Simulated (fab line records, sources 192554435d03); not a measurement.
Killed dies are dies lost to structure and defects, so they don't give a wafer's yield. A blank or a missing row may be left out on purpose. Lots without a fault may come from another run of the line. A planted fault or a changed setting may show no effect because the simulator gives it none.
fab line records | flow n5_finfet | part 1 of 2: steps 1 to 4 of 6
record lots=23 wafers=69 last_day=20
route steps=1938 shown BEOL_M7@1276
lots that met no fault: from a run of the same line without faults
start_h: hours from the record's first day to the start of the lot's first wafer shown | wait_h: hours since the lot's step before | " the same as in the row above | L1.1+2: a row that stands for several wafers | - no value, or no start given | * or withheld: withheld | < > ~ a bound
route shown NAME@n: a module of which the file shows steps, and the number in the route of the first | usual: mean/standard deviation of fault-free wafers | same: alike in all rows | chamber/n: place in a boat | sites: the reading at each site | _std_site: their standard deviation | _edge_site: outer sites' mean less inner sites' | radius_mm: how far each site lies from the wafer's centre | mask NAME#n: copy n | behind: the tool/chamber that last shaped the wafer | hold: why the lot was held/for how many hours/how that ended | device: the transistor (n, p or np) that didn't switch | end of line: the same wafers' tests at the end of the route | a step without rows: its recipe alone | killed: dies lost to structure and defects at the first sort, not the wafer's yield | map: a wafer's dies, x killed, . not, _ none there
set.NAME: the setting as run; set.NAME@STEP: as run at that earlier step | model.NAME: the simulator's own value behind a step, which no gauge read
steps of the route over a sample of lots; a table a step, a row a wafer
services: from which hour (start_h, from the record's first day; less than 0 if before it) a tool's chamber was out of use, for how many hours, and why
## steps
# step N5_BEOL_M7_CD_MEAS_11
# recipe target_cd_nm=38.5 landing_energy_ev=500 detector=se_inlens polarity=opening
# usual cd_nm=38.4/0.46
# columns lot.wafer tool chamber start_h wait_h cd_nm
L076.3 cd_sem-03 0 235.07 - 39.0
L076.4 " 0 " " 38.9
L076.5 " 0 " " 38.6
L078.1 cd_sem-03 0 245.42 - 38.1
L078.3 " 0 " " 37.8
L078.5 " 0 " " 38.5
L077.3 cd_sem-03 0 255.62 - 37.9
L077.4 " 0 " " 38.5
L077.5 " 0 " " 37.8
L079.3 cd_sem-02 0 258.97 - 37.9
L079.4 " 0 " " 38.0
L079.6 " 0 " " 38.4
L080.2 cd_sem-02 0 259.13 - 38.3
L080.4 " 0 " " 37.5
L080.6 " 0 " " 37.7
L075.1 cd_sem-02 0 259.29 - 38.4
L075.4 " 0 " " 38.2
L075.5 " 0 " " 37.9
L082.1 cd_sem-01 0 279.01 - 38.2
L082.4 " 0 " " 38.0
L082.6 " 0 " " 38.7
L081.2 cd_sem-01 0 279.23 - 38.0
L081.3 " 0 " " 37.9
L081.5 " 0 " " 39.6
L083.1 cd_sem-01 0 282.34 - 38.1
L083.2 " 0 " " 38.8
L083.6 " 0 " " 37.7
L086.2 cd_sem-01 0 304.90 - 37.6
L086.3 " 0 " " 38.2
L086.4 " 0 " " 38.1
L084.2 cd_sem-01 0 308.16 - 37.8
L084.4 " 0 " " 37.9
L084.5 " 0 " " 37.8
L085.1 cd_sem-02 0 308.22 - 38.7
L085.3 " 0 " " 38.1
L085.6 " 0 " " 38.3
L087.3 cd_sem-02 0 313.72 - 38.6
L087.4 " 0 " " 38.7
L087.5 " 0 " " 38.7
L088.3 cd_sem-03 0 329.11 - 38.0
L088.5 " 0 " " 38.9
L088.6 " 0 " " 38.2
L089.1 cd_sem-03 0 331.13 - 37.4
L089.3 " 0 " " 38.6
L089.4 " 0 " " 38.7
L091.3 cd_sem-02 0 334.12 - 38.6
L091.4 " 0 " " 38.2
L091.5 " 0 " " 38.7
L090.1 cd_sem-01 0 340.15 - 39.2
L090.2 " 0 " " 38.9
L090.6 " 0 " " 39.3
L094.2 cd_sem-01 0 342.40 - 38.0
L094.3 " 0 " " 38.6
L094.6 " 0 " " 38.8
L092.1 cd_sem-03 0 347.10 - 37.7
L092.3 " 0 " " 38.5
L092.6 " 0 " " 37.9
L093.3 cd_sem-01 0 353.75 - 37.8
L093.5 " 0 " " 38.9
L093.6 " 0 " " 38.2
L095.1 cd_sem-03 0 375.65 - 39.5
L095.2 " 0 " " 38.7
L095.3 " 0 " " 38.5
L096.1 cd_sem-02 0 377.54 - 39.2
L096.2 " 0 " " 38.6
L096.4 " 0 " " 38.9
L097.3 cd_sem-03 0 403.08 - 39.1
L097.5 " 0 " " 38.9
L097.6 " 0 " " 38.5
# step N5_BEOL_M7_INSPECT_13
# recipe mode=adi inspect_instrument=brightfield
# usual raw_defect_count=435/88
# columns lot.wafer tool chamber start_h wait_h raw_defect_count
L076.3 defect_inspect-02 - 235.13 0.0 514
L076.4 " - " " 508
L076.5 " - " " 526
L078.1 defect_inspect-02 - 245.47 0.0 430
L078.3 " - " " 588
L078.5 " - " " 459
L077.3 defect_inspect-01 - 255.67 0.0 504
L077.4 " - " " 590
L077.5 " - " " 402
L079.3 defect_inspect-02 - 259.03 0.0 384
L079.4 " - " " 488
L079.6 " - " " 396
L080.2 defect_inspect-02 - 259.18 0.0 448
L080.4 " - " " 454
L080.6 " - " " 488
L075.1 defect_inspect-01 - 259.35 0.0 464
L075.4 " - " " 295
L075.5 " - " " 351
L082.1 defect_inspect-01 - 279.07 0.0 428
L082.4 " - " " 321
L082.6 " - " " 461
L081.2 defect_inspect-01 - 279.29 0.0 439
L081.3 " - " " 506
L081.5 " - " " 530
L083.1 defect_inspect-02 - 282.39 0.0 647
L083.2 " - " " 463
L083.6 " - " " 479
L086.2 defect_inspect-01 - 304.96 0.0 326
L086.3 " - " " 398
L086.4 " - " " 323
L084.2 defect_inspect-02 - 308.21 0.0 440
L084.4 " - " " 430
L084.5 " - " " 341
L085.1 defect_inspect-01 - 308.27 0.0 471
L085.3 " - " " 326
L085.6 " - " " 615
L087.3 defect_inspect-02 - 313.77 0.0 464
L087.4 " - " " 621
L087.5 " - " " 494
L088.3 defect_inspect-02 - 329.17 0.0 455
L088.5 " - " " 467
L088.6 " - " " 357
L089.1 defect_inspect-02 - 331.18 0.0 346
L089.3 " - " " 348
L089.4 " - " " 336
L091.3 defect_inspect-02 - 334.18 0.0 482
L091.4 " - " " 385
L091.5 " - " " 250
L090.1 defect_inspect-01 - 340.20 0.0 296
L090.2 " - " " 326
L090.6 " - " " 347
L094.2 defect_inspect-02 - 342.45 0.0 497
L094.3 " - " " 492
L094.6 " - " " 703
L092.1 defect_inspect-02 - 347.16 0.0 292
L092.3 " - " " 457
L092.6 " - " " 341
L093.3 defect_inspect-02 - 353.80 0.0 456
L093.5 " - " " 436
L093.6 " - " " 457
L095.1 defect_inspect-02 - 375.70 0.0 508
L095.2 " - " " 564
L095.3 " - " " 375
L096.1 defect_inspect-01 - 377.59 0.0 367
L096.2 " - " " 437
L096.4 " - " " 505
L097.3 defect_inspect-02 - 403.13 0.0 377
L097.5 " - " " 573
L097.6 " - " " 309
# step N5_BEOL_M7_ETCH_61
# recipe chemistry=CF4 target=SiARC target_depth_a=455 mask_material=CAR-ArF time_s=75.8 ion_energy_ev=80 pressure_mtorr=40 source_w=545 bias_w=36 Ar_flow_sccm=100 cf4_flow_sccm=100 ends=cleared
# usual bias_w=36.01/0.1 drypump_motor_current_A=5.7/0.51 etch_rf_on_time_s=74.5/1.7 oes_product_au=0.69/0.066 rf_vpp_V=184.0/1.1 showerhead_plenum_p_Torr=2.14/0.061 throttle_valve_pct=15.67/0.14
# columns lot.wafer tool chamber start_h wait_h bias_w drypump_motor_current_A etch_rf_on_time_s oes_product_au rf_hours_counter_h rf_vpp_V showerhead_plenum_p_Torr throttle_valve_pct
L076.3 rie_diel-01 1 235.19 0.0 36.02 6.2 71.7 0.61 219 184.9 2.19 15.60
L076.4 " 3 " " 35.95 6.3 76.8 0.74 46 181.2 2.11 15.62
L076.5 " 3 " " 35.94 6.4 77.2 0.74 - 184.1 2.10 15.62
L078.1 rie_diel-05 2 246.01 0.0 36.13 5.5 74.1 0.65 158 181.9 2.06 15.70
L078.3 " 3 " " 36.10 5.0 74.1 0.73 59 183.5 2.09 15.50
L078.5 " 2 " " 36.34 5.5 74.0 0.65 - 182.5 2.07 15.72
L077.3 rie_diel-05 2 255.96 0.0 36.09 5.5 74.5 0.65 161 181.3 2.06 15.72
L077.4 " 3 " " 36.06 5.0 75.1 0.71 64 182.9 2.09 15.51
L077.5 " 1 " " 35.96 5.8 75.5 0.73 - 183.6 2.26 15.78
L079.3 rie_diel-05 1 259.78 0.0 35.94 5.8 74.0 0.73 76 184.8 2.26 15.79
L079.4 " 1 " " 36.06 5.9 74.8 0.73 - 187.1 2.26 15.79
L079.6 " 2 " " 36.08 5.5 74.9 0.64 - 182.3 2.06 15.72
L080.2 rie_diel-01 1 259.96 0.0 35.89 6.1 70.9 0.61 223 183.3 2.19 15.62
L080.4 " 0 " " 36.00 6.1 72.8 0.79 - 184.9 2.20 15.69
L080.6 " 1 " " 35.97 6.1 70.7 0.62 - 184.7 2.19 15.62
L075.1 rie_diel-04 1 260.40 0.0 36.14 5.7 75.2 0.71 84 185.5 2.08 15.61
L075.4 " 1 " " 36.15 5.7 74.9 0.71 - 184.9 2.08 15.60
L075.5 " 0 " " 36.10 5.8 75.9 0.58 - 183.5 2.12 15.97
L082.1 rie_diel-01 0 279.35 0.0 36.02 6.1 73.4 0.78 17 183.8 2.20 15.72
L082.4 " 3 " " 35.83 6.3 77.3 0.72 59 183.0 2.10 15.63
L082.6 " 1 " " 36.02 6.2 70.7 0.60 - 184.9 2.19 15.62
L081.2 rie_diel-01 2 279.72 0.0 36.10 5.1 73.7 0.71 70 186.1 2.18 15.50
L081.3 " 3 " " 36.04 6.4 77.0 0.72 59 183.3 2.10 15.66
L081.5 " 3 " " 35.97 6.3 77.1 0.72 - 183.2 2.10 15.65
L083.1 rie_diel-01 1 282.46 0.0 36.03 6.1 71.4 0.60 232 184.8 2.19 15.64
L083.2 " 0 " " 36.01 6.1 74.2 0.77 18 184.9 2.20 15.73
L083.6 " 0 " " 35.95 6.2 73.8 0.77 - 185.2 2.20 15.73
L086.2 rie_diel-05 1 305.06 0.0 35.93 5.9 74.0 0.73 90 185.3 2.25 15.81
L086.3 " 3 " " 35.92 5.0 74.2 0.71 74 183.7 2.09 15.52
L086.4 " 2 " " 36.01 5.5 74.0 0.63 178 183.1 2.06 15.74
L084.2 rie_diel-05 2 308.28 0.0 35.75 5.5 73.9 0.63 179 182.7 2.06 15.75
L084.4 " 3 " " 35.99 5.0 74.1 0.71 75 183.6 2.09 15.53
L084.5 " 3 " " 35.95 5.0 75.2 0.70 - 184.0 2.09 15.53
L085.1 rie_diel-01 2 308.34 0.0 35.97 5.1 72.4 0.71 78 184.1 2.18 15.52
L085.3 " 1 " " 36.21 6.1 70.0 0.60 241 183.9 2.18 15.67
L085.6 " 2 " " 35.91 5.1 72.6 0.71 - 184.5 2.18 15.52
L087.3 rie_diel-01 1 313.84 0.0 35.94 6.2 71.4 0.60 242 184.8 2.18 15.66
L087.4 " 2 " " 35.95 5.1 73.1 0.70 80 185.1 2.18 15.51
L087.5 " 3 " " 35.97 6.3 76.4 0.71 - 182.5 2.10 15.66
L088.3 rie_diel-04 0 329.23 0.0 36.03 5.8 76.9 0.78 12 183.3 2.11 15.51
L088.5 " 2 " " 36.04 5.5 75.8 0.63 - 182.8 2.05 15.58
L088.6 " 3 " " 35.80 5.8 73.0 0.86 - 184.1 2.12 15.66
L089.1 rie_diel-04 0 331.25 0.0 36.21 5.8 77.7 0.78 12 184.3 2.11 15.51
L089.3 " 2 " " 35.86 5.5 75.8 0.63 180 183.7 2.05 15.59
L089.4 " 3 " " 36.05 5.9 73.8 0.85 1 183.6 2.12 15.66
L091.3 rie_diel-01 2 334.24 0.0 35.94 5.1 73.9 0.70 86 184.9 2.17 15.53
L091.4 " 0 " " 36.11 6.2 74.4 0.74 33 184.5 2.20 15.75
L091.5 " 1 " " 35.87 6.1 71.1 0.59 - 183.6 2.18 15.66
L090.1 rie_diel-01 3 340.39 0.0 35.85 6.4 75.5 0.71 77 184.7 2.09 15.68
L090.2 " 2 " " 35.96 5.1 73.7 0.69 88 183.5 2.17 15.53
L090.6 " 0 " " 35.99 6.1 73.5 0.74 - 183.6 2.20 15.75
L094.2 rie_diel-04 0 342.52 0.0 36.14 5.8 77.3 0.77 16 183.2 2.11 15.52
L094.3 " 3 " " 35.91 5.8 72.9 0.83 5 183.4 2.12 15.69
L094.6 " 1 " " 36.13 5.7 75.9 0.68 - 183.3 2.07 15.65
L092.1 rie_diel-01 3 347.23 0.0 36.02 6.4 76.2 0.71 81 183.5 2.09 15.70
L092.3 " 0 " " 36.04 6.1 73.3 0.74 39 185.2 2.19 15.77
L092.6 " 0 " " 36.09 6.1 74.4 0.73 - 185.0 2.19 15.76
L093.3 rie_diel-05 2 354.50 0.0 36.10 5.5 73.8 0.63 192 183.6 2.05 15.77
L093.5 " 1 " " 35.94 5.9 74.1 0.71 - 184.5 2.25 15.83
L093.6 " 0 " " 35.96 4.7 76.7 0.58 - 183.7 2.19 15.93
L095.1 rie_diel-05 2 375.77 0.0 35.96 5.5 74.2 0.62 200 181.3 2.05 15.78
L095.2 " 1 " " 36.01 5.9 74.7 0.70 112 184.5 2.24 15.84
L095.3 " 3 " " 35.98 5.0 74.6 0.69 95 183.2 2.08 15.58
L096.1 rie_diel-01 2 377.66 0.0 36.09 5.1 74.1 0.68 102 183.8 2.17 15.56
L096.2 " 3 " " 35.87 6.3 76.5 0.69 92 181.8 2.09 15.73
L096.4 " 1 " " 35.84 6.1 70.1 0.85 5 184.9 2.18 15.15
L097.3 rie_diel-01 0 403.36 0.0 36.07 6.2 74.6 0.71 55 184.7 2.19 15.80
L097.5 " 0 " " 36.05 6.2 74.5 0.71 - 183.8 2.19 15.81
L097.6 " 3 " " 36.09 6.4 76.9 0.69 - 183.0 2.09 15.73
# step N5_BEOL_M7_TRENCH_ETCH_37
# recipe chemistry=C4F6/O2 target_depth_a=934.78 target=SiCOH_lowk time_s=31.2 ion_energy_ev=250 pressure_mtorr=30 source_w=345 bias_w=185 Ar_flow_sccm=300 C4F6_flow_sccm=10 O2_flow_sccm=10
# usual C4F6_flow_sccm=9.998/0.028 bias_w=185.0/0.5 drypump_motor_current_A=5.6/0.48 oes_product_au=0.79/0.073 rf_vpp_V=659/13 showerhead_plenum_p_Torr=2.83/0.087 throttle_valve_pct=21.03/0.18
# columns lot.wafer tool chamber start_h wait_h C4F6_flow_sccm bias_w drypump_motor_current_A oes_product_au rf_hours_counter_h rf_vpp_V showerhead_plenum_p_Torr throttle_valve_pct
L076.3 rie_diel-05 0 - - 9.945 185.2 4.7 0.70 209 659 2.92 21.09
L076.4 " 2 " " 10.004 184.6 5.5 0.76 155 654 2.76 21.11
L076.5 " 1 " " 9.987 184.4 5.9 0.85 - 662 3.01 21.18
L078.1 rie_diel-05 2 - - 10.028 184.9 5.5 0.75 158 653 2.76 21.12
L078.3 " 1 " " 9.985 185.4 5.9 0.86 71 662 3.00 21.19
L078.5 " 3 " " 9.981 185.4 5.0 0.85 - 653 2.78 20.88
L077.3 rie_diel-05 3 - - 9.986 184.3 5.0 0.83 65 652 2.78 20.90
L077.4 " 2 " " 9.986 185.7 5.5 0.75 163 653 2.75 21.13
L077.5 " 1 " " 9.989 184.5 5.9 0.86 - 662 3.00 21.20
L079.3 rie_diel-04 2 - - 10.034 185.7 5.5 0.76 156 635 2.74 20.85
L079.4 " 0 " " 10.015 185.1 5.8 0.68 - 671 2.80 21.17
L079.6 " 1 " " 10.018 184.9 5.7 0.82 - 661 2.76 20.99
L080.2 rie_diel-04 2 - - 10.023 184.4 5.5 0.75 156 634 2.74 20.84
L080.4 " 0 " " 9.957 185.1 5.8 0.69 - 672 2.80 21.18
L080.6 " 1 " " 9.988 185.9 5.7 0.83 - 661 2.76 20.98
L075.1 rie_diel-05 0 - - 10.044 185.7 4.7 0.69 221 656 2.92 21.09
L075.4 " 1 " " 9.963 184.7 5.9 0.85 - 661 3.00 21.21
L075.5 " 0 " " 9.996 184.9 4.7 0.69 - 659 2.92 21.10
L082.1 rie_diel-04 3 - - 10.022 184.5 5.8 0.69 248 669 2.83 21.43
L082.4 " 1 " " 10.003 184.9 5.8 0.81 - 659 2.76 20.99
L082.6 " 3 " " 10.038 184.3 5.8 0.70 - 670 2.83 21.41
L081.2 rie_diel-04 1 - - 9.995 184.9 5.7 0.81 92 660 2.76 20.98
L081.3 " 2 " " 10.017 185.5 5.5 0.75 162 633 2.74 20.87
L081.5 " 1 " " 10.007 184.4 5.8 0.81 - 660 2.76 20.99
L083.1 rie_diel-05 2 - - 9.961 184.6 5.5 0.74 173 652 2.75 21.13
L083.2 " 3 " " 10.010 185.5 5.0 0.83 69 653 2.78 20.92
L083.6 " 3 " " 9.994 184.4 5.0 0.83 - 653 2.78 20.89
L086.2 rie_diel-05 3 - - 10.027 184.6 5.0 0.83 75 654 2.78 20.89
L086.3 " 0 " " 10.037 185.0 4.7 0.69 234 659 2.91 21.11
L086.4 " 1 " " 10.022 184.8 5.9 0.83 91 662 2.99 21.23
L085.1 rie_diel-05 3 - - 10.018 184.5 5.0 0.82 76 653 2.78 20.92
L085.3 " 2 " " 10.000 184.5 5.5 0.74 180 654 2.75 21.15
L085.6 " 1 " " 9.940 185.3 5.9 0.83 - 662 2.99 21.22
L084.2 rie_diel-01 3 - - 9.987 184.5 6.4 0.84 69 657 2.80 21.11
L084.4 " 2 " " 10.007 184.6 5.1 0.82 80 662 2.87 20.74
L084.5 " 0 " " 9.967 184.6 6.1 0.89 - 698 2.91 21.10
L087.3 rie_diel-01 0 - - 9.977 185.4 6.1 0.89 29 696 2.91 21.12
L087.4 " 1 " " 9.931 184.4 6.2 0.69 244 663 2.89 20.81
L087.5 " 1 " " 9.997 185.1 6.2 0.70 - 664 2.89 20.82
L088.3 rie_diel-01 1 - - 10.016 184.1 6.2 0.69 248 663 2.89 20.80
L088.5 " 2 " " 10.022 184.5 5.1 0.82 - 662 2.87 20.74
L088.6 " 1 " " 9.996 185.0 6.2 0.70 - 664 2.89 20.80
L089.1 rie_diel-05 0 - - 10.071 184.9 4.7 0.68 242 658 2.91 21.12
L089.3 " 1 " " 10.002 185.1 5.9 0.82 98 662 2.99 21.21
L089.4 " 2 " " 10.019 185.2 5.5 0.73 186 652 2.74 21.17
L091.3 rie_diel-01 3 - - 9.953 185.5 6.3 0.83 75 658 2.80 21.12
L091.4 " 2 " " 10.031 183.6 5.1 0.81 86 663 2.87 20.73
L091.5 " 0 " " 10.009 184.7 6.1 0.87 - 696 2.91 21.11
L090.1 rie_diel-01 2 - - 10.022 185.6 5.1 0.80 89 661 2.87 20.74
L090.2 " 3 " " 10.005 184.1 6.3 0.83 78 656 2.79 21.14
L090.6 " 3 " " 10.047 184.8 6.4 0.83 - 658 2.80 21.14
L094.2 rie_diel-04 2 - - 9.988 184.6 5.5 0.73 184 634 2.73 20.90
L094.3 " 3 " " 9.960 185.7 5.9 0.97 6 671 2.82 21.12
L094.6 " 2 " " 9.979 186.0 5.5 0.73 - 633 2.73 20.88
L092.1 rie_diel-05 2 - - 10.029 185.2 5.5 0.73 191 651 2.74 21.17
L092.3 " 3 " " 10.000 185.1 5.0 0.81 87 653 2.77 20.93
L092.6 " 0 " " 10.032 185.0 4.7 0.67 - 658 2.91 21.15
L093.3 rie_diel-04 3 - - 10.017 185.5 5.9 0.95 9 670 2.82 21.13
L093.5 " 1 " " 9.987 184.7 5.8 0.78 - 660 2.74 21.01
L093.6 " 2 " " 9.991 185.1 5.5 0.72 - 633 2.73 20.89
L096.1 rie_diel-01 1 - - 10.042 185.3 6.1 0.96 6 665 2.88 20.43
L096.2 " 2 " " 9.946 185.0 5.2 0.78 103 662 2.86 20.76
L096.4 " 3 " " 9.986 184.8 6.3 0.81 - 659 2.79 21.15
L095.1 rie_diel-04 1 - - 10.016 185.8 5.8 0.78 125 659 2.74 21.02
L095.2 " 0 " " 10.055 185.5 5.8 0.88 29 673 2.78 20.84
L095.3 " 2 " " 9.970 184.1 5.5 0.72 194 633 2.72 20.90
L097.3 rie_diel-05 0 - - 9.999 185.4 4.7 0.96 10 658 2.90 20.77
L097.5 " 1 " " 9.989 185.0 5.9 0.81 - 660 2.98 21.27
L097.6 " 2 " " 10.031 184.6 5.5 0.71 - 652 2.73 21.18
